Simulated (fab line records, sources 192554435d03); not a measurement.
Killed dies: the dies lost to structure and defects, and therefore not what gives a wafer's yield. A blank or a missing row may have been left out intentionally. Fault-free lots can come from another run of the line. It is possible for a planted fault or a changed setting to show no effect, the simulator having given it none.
Split-lot experiment + flow n5-finfet + route with 1938 steps; 7 lots, 21 wafers read

## THE SPLIT
At N5_SD_EPI_N_COAT_03 (resist thk 150 nm), the setting spin-rpm was moved away from the recipe's 1500 rpm on 6 of the 21 wafers read, by -7.3% to +8.7%. All remaining wafers had this setting at the recipe value.

## FROM THE SPLIT TO THE READING: what the file shows between them, 2 steps
- N5_SD_EPI_N_EBR_05
- N5_SD_EPI_N_SOFTBAKE_04: time 60 s

## THE READING
CAR-ArF-block_of_SD_EPI_N_COAT_03.thk-nm (the simulator's own value, which no gauge read), in nm, at N5_SD_EPI_N_DESCUM_14 (chemistry O2, time 7.9 s). The file gives no usual value for it. The 15 wafers here that ran the recipe average 143.6 nm, standard deviation 0.36 nm.

| wafer  | tool, chamber at the split | spin-rpm as run, rpm | against the recipe | CAR-ArF-block_of_SD_EPI_N_COAT_03.thk-nm, nm | against lot-mates on the recipe |
|--------|----------------------------|----------------------|--------------------|----------------------------------------------|---------------------------------|
| L076.3 | litho-track-04, 0          | 1500                 | recipe             | 144.2                                        | -                               |
| L076.5 | litho-track-04, 0          | 1500                 | recipe             | 144                                          | -                               |
| L076.6 | litho-track-04, 0          | 1500                 | recipe             | 143.8                                        | -                               |
| L077.1 | litho-track-01, 0          | 1500                 | recipe             | 143.8                                        | -                               |
| L077.3 | litho-track-01, 0          | 1500                 | recipe             | 143.6                                        | -                               |
| L077.4 | litho-track-01, 0          | 1500                 | recipe             | 143.4                                        | -                               |
| L079.2 | litho-track-01, 0          | 1500                 | recipe             | 143.8                                        | -                               |
| L079.4 | litho-track-01, 0          | 1606                 | +7.1%              | 138.2                                        | -5.6                            |
| L079.6 | litho-track-01, 0          | 1606                 | +7.1%              | 138.4                                        | -5.4                            |
| L080.3 | litho-track-04, 0          | 1631                 | +8.7%              | 137                                          | -6.4                            |
| L080.4 | litho-track-04, 0          | 1500                 | recipe             | 143                                          | -                               |
| L080.6 | litho-track-04, 0          | 1500                 | recipe             | 143.8                                        | -                               |
| L083.3 | litho-track-04, 0          | 1500                 | recipe             | 143.6                                        | -                               |
| L083.4 | litho-track-04, 0          | 1500                 | recipe             | 143.2                                        | -                               |
| L083.5 | litho-track-04, 0          | 1500                 | recipe             | 142.8                                        | -                               |
| L092.1 | litho-track-03, 0          | 1500                 | recipe             | 143.6                                        | -                               |
| L092.4 | litho-track-03, 0          | 1500                 | recipe             | 143.8                                        | -                               |
| L092.5 | litho-track-03, 0          | 1500                 | recipe             | 143.8                                        | -                               |
| L097.4 | litho-track-03, 0          | 1391                 | -7.3%              | 149.6                                        | no lot-mate on the recipe       |
| L097.5 | litho-track-03, 0          | 1391                 | -7.3%              | 149.2                                        | no lot-mate on the recipe       |
| L097.6 | litho-track-03, 0          | 1391                 | -7.3%              | 150                                          | no lot-mate on the recipe       |

FIT RESULTS
A straight line over all 21 wafers: CAR-ArF-block_of_SD_EPI_N_COAT_03.thk-nm changes by -0.787 nm for each +1% of spin-rpm; r = -0.99; the points scatter about the line by 0.37 nm.
The same after taking each lot's own level away (the mean of its wafers on the recipe; 18 wafers): -0.758 nm for each +1%; r = -0.99; scatter 0.24 nm.
That fit puts the effect of the largest move of spin-rpm on the reading at 6.6 nm.
Measured against the standard deviation above, the lots' own levels, which go from 143.20 to 144.00 nm, span 2.2 times it.
The two slopes are in agreement: the lot-to-lot level therefore moves the slope only a little.
Check: with one of the wafers moved furthest among these (+8.7%) left out of the fit, the line predicts -6.8 nm for it against its lot-mates. Against them it came out at -6.4 nm.

## OTHER SPLITS APPLIED TO THESE WAFERS
Before the reading, these wafers also passed through other splits. Each is held against what the fit with the lots' levels taken away leaves over:
| other split on the same wafers | wafers away from the commonest value | r with CAR-ArF-block_of_SD_EPI_N_COAT_03.thk-nm (lot level and that fit taken away) |
|--------------------------------|--------------------------------------|-------------------------------------------------------------------------------------|
| N5_WELL_APT_EXPOSE_05 dose-mj  | 6                                    | -0.11                                                                               |
| N5_WELL_APT_PEB_06 peb-temp-c  | 5                                    | -0.28                                                                               |
| N5_FIN_SAQP_ETCH_64 bias-w     | 9                                    | +0.11                                                                               |

## THE WHOLE CHAIN: every reading that the file lists as answering this split, in the file's order
| step                  | what it does             | reading                                                                                   | change (the file's fit)               | r (the file's) |
|-----------------------|--------------------------|-------------------------------------------------------------------------------------------|---------------------------------------|----------------|
| N5_SD_EPI_N_COAT_03   | resist thk 150 nm        | CAR-ArF-block_of_SD_EPI_N_COAT_03.thk-nm (the simulator's own value, which no gauge read) | -0.738 nm for each +1% of the setting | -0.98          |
| N5_SD_EPI_N_DESCUM_14 | chemistry O2, time 7.9 s | CAR-ArF-block_of_SD_EPI_N_COAT_03.thk-nm (the simulator's own value, which no gauge read) | -0.751 nm for each +1% of the setting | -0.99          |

## FILE'S OWN FIT
CAR-ArF-block_of_SD_EPI_N_COAT_03.thk-nm changes by -0.751 nm for each +1% of spin-rpm, r = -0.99.
